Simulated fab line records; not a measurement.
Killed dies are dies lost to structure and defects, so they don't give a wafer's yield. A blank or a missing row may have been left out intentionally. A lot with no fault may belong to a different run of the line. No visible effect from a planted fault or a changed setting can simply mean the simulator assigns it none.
A struck lot beside a sound one + flow nand-harc + 14 steps out of a route of 1302
Sound: wafers L578.2, L578.3, L578.6. Wafers struck: L593.1, L593.2, L593.5. At the end, the cause is stated.
For every step that has rows: the tool of each side, followed by ch and its chambers, followed by its first start. Under that, the readings that differ: sound wafers + struck wafers + difference of the means + sigmas: that difference in standard deviations of wafers without a fault.
alike: a reading whose means differ by less than 2 such deviations, as well as words and numbers matching on both sides. not compared: withheld readings; readings where some wafer has no value; bounds like >300 that might hide an equal value; numbers whose values overlap and for which the record gives no deviation.
Wherever a step has rows on one side only, a row that says differs or no value, or a row with sigmas, the two part there. Non-overlapping numbers with no deviation appear without sigmas and do not part them. A reading missing from all wafers of one side parts the sides only when that side holds two or more wafers.

first, 1 step without rows for these wafers: NHARC_A_CONTACT_STRIP_56 (strips in post etch residue remover, time 600 s).
NHARC_A_CONTACT_DEP_57: deposits aC, target thk 5300 nm.
  sound on acl-dep-03 ch 0, day 23 07:12; struck on acl-dep-01 ch 0, day 29 09:27
  alike: throttle-valve-pct
NHARC_A_CONTACT_DEP_58: deposits SiON, target thk 90 nm.
  sound on pecvd-04 ch 0,1,2, day 23 09:54; struck on pecvd-04 ch 0,1,2, day 29 12:43
  alike: heater-power-outer-w, heater-power-w, showerhead-vpp-V
then, 9 steps without rows for these wafers: NHARC_A_CONTACT_DEHYDRATE_59 (time 120 s); NHARC_A_CONTACT_HMDS_60 (time 30 s); NHARC_A_CONTACT_COAT_61 (time 75 s); NHARC_A_CONTACT_COAT_62 (time 65 s); NHARC_A_CONTACT_COAT_63 (resist thk 90 nm); NHARC_A_CONTACT_SOFTBAKE_64 (time 55 s); NHARC_A_CONTACT_EBR_65; NHARC_A_CONTACT_EXPOSE_66 (exposes mask A CC 2); NHARC_A_CONTACT_PEB_67 (peb time 65 s).
NHARC_A_CONTACT_DEVELOP_68: develop time 35 s.
  sound on litho-track-06 ch 0, day 23 10:00; struck on litho-track-06, day 29 13:00
  no value came back on the struck wafers for chill-plate-temp-C (C), develop-time-s (s), exhaust-pa (Pa); on the sound wafers chill-plate-temp-C (C) reads 23.03 23.03 23.01
NHARC_A_CONTACT_CD_MEAS_69 targets a cd of 300 nm.
  sound on cd-sem-03 ch 0, day 23 10:36; struck on cd-sem-03 ch 0, day 29 13:25
| reading    | sound             | struck | difference                    | sigmas |
|------------|-------------------|--------|-------------------------------|--------|
| cd-nm (nm) | 299.5 299.5 299.4 | - - -  | no value on the struck wafers |        |

WHERE THEY PART
Earliest at NHARC_A_CONTACT_DEVELOP_68; latest, in this record, at NHARC_A_CONTACT_CD_MEAS_69.

WHY: what had been put in by the simulator
Beginning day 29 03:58, the whole step at NHARC_A_CONTACT_DEVELOP_68 was skipped on litho-track-06. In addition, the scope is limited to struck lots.
